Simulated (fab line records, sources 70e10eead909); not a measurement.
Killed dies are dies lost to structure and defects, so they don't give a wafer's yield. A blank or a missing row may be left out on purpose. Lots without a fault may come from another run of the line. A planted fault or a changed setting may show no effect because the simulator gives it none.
A struck lot beside a sound one | flow nand_harc | 15 steps out of a route of 1302
Sound: wafers L202.4, L202.5, L202.6. Struck: wafer L213.2. (L213.1, L213.3 of the same lot were not struck and are left out.) The cause comes at the end.
At each step with rows: each side's tool, then ch and its chambers, then its first start. Under that, the readings that differ: sound wafers | struck wafers | difference of the means | sigmas: that difference in standard deviations of wafers without a fault.
alike: readings whose means differ by less than 2 such deviations, and words and numbers that are the same on both sides. not compared: withheld readings, readings that some wafer has no value for, bounds like >300 that may hide the same value, and numbers for which the record gives no deviation and whose values overlap.
The two part at a step that has a row with sigmas, a row that says differs or no value, or rows on one side only. Numbers that don't overlap but have no deviation are shown without sigmas and don't part them. A reading that every wafer of one side lacks parts them only if that side has two wafers or more.

first, 8 steps without rows for these wafers: NHARC_P_M1_HMDS_02 (time 30 s); NHARC_P_M1_COAT_34 (time 65 s); NHARC_P_M1_COAT_03 (resist thk 90 nm); NHARC_P_M1_SOFTBAKE_04 (time 55 s); NHARC_P_M1_EBR_05; NHARC_P_M1_EXPOSE_06 (exposes mask P M1, target cd 130 nm); NHARC_P_M1_PEB_07 (peb time 65 s); NHARC_P_M1_DEVELOP_08 (develop time 35 s).
NHARC_P_M1_CD_MEAS_09: target cd 130 nm.
  sound on cd_sem-02 ch 0, day 9 22:59; struck on cd_sem-01 ch 0, day 14 22:22
  reading    | sound             | struck | difference | sigmas
  cd_nm (nm) | 129.5 128.3 128.7 | 130.9  | +2.1       | +3
NHARC_P_M1_OVL_MEAS_10: pitch 260 nm.
  sound on overlay-02, day 9 23:04; struck on overlay-02, day 14 22:27
  reading           | sound          | struck | difference | sigmas
  overlay_y_nm (nm) | -1.0 -0.7 -0.7 | 0.6    | +1.4       | +2
  alike: overlay_x_nm
NHARC_P_M1_INSPECT_11:
  sound on defect_inspect-01, day 9 23:06; struck on defect_inspect-02, day 14 22:29
  alike: raw_defect_count
NHARC_P_M1_DESCUM_14: chemistry O2, time 3 s.
  sound on rie_diel-10 ch 0,1,3, day 9 23:11; struck on rie_diel-09 ch 3, day 14 22:34
  alike: drypump_motor_current_A, oes_product_au, rf_vpp_V, showerhead_plenum_p_Torr, throttle_valve_pct
  not compared: rf_hours_counter_h
NHARC_P_M1_ETCH_35: etches the open film in N2/H2, target depth 40 nm, overetch 12 nm, time 43.94 s.
  sound on rie_diel-10 ch 0,1, day 9 23:14; struck on rie_diel-09 ch 0, day 14 22:38
  reading               | sound             | struck | difference | sigmas
  oes_product_au (a.u.) | 0.987 1.007 0.982 | 0.865  | -0.127     | -13
  alike: bias_w, drypump_motor_current_A, rf_vpp_V, showerhead_plenum_p_Torr, throttle_valve_pct
  not compared: rf_hours_counter_h
NHARC_P_M1_ETCH_15: etches the open film in C4F8/Ar, target depth 182.5 nm, time 91.2 s.
  sound on rie_diel-10 ch 0,1,3; struck on rie_diel-09 ch 2
  alike: bias_w, oes_product_au, rf_vpp_V
  not compared: rf_hours_counter_h
-- the record jumps here: 17 days lie between the struck wafers' starts before and after (it left off in module P_M1 and takes up again in module END, whose first step shown is number 1302 of the route) --
NHARC_END_SORT_01:
  sound on prober-02 ch 0, day 28 02:41; struck on prober-02 ch 0, day 32 07:29
  alike: defect_limited_yield, killed_at_array, killed_at_other, killed_at_periphery, killed_dies, killed_open, killed_short

WHERE THEY PART
First at NHARC_P_M1_CD_MEAS_09; last, within this record, at NHARC_P_M1_ETCH_35. Later steps at which nothing parts them and some readings are alike: NHARC_P_M1_ETCH_15, NHARC_END_SORT_01.

WHY: what the simulator had put in
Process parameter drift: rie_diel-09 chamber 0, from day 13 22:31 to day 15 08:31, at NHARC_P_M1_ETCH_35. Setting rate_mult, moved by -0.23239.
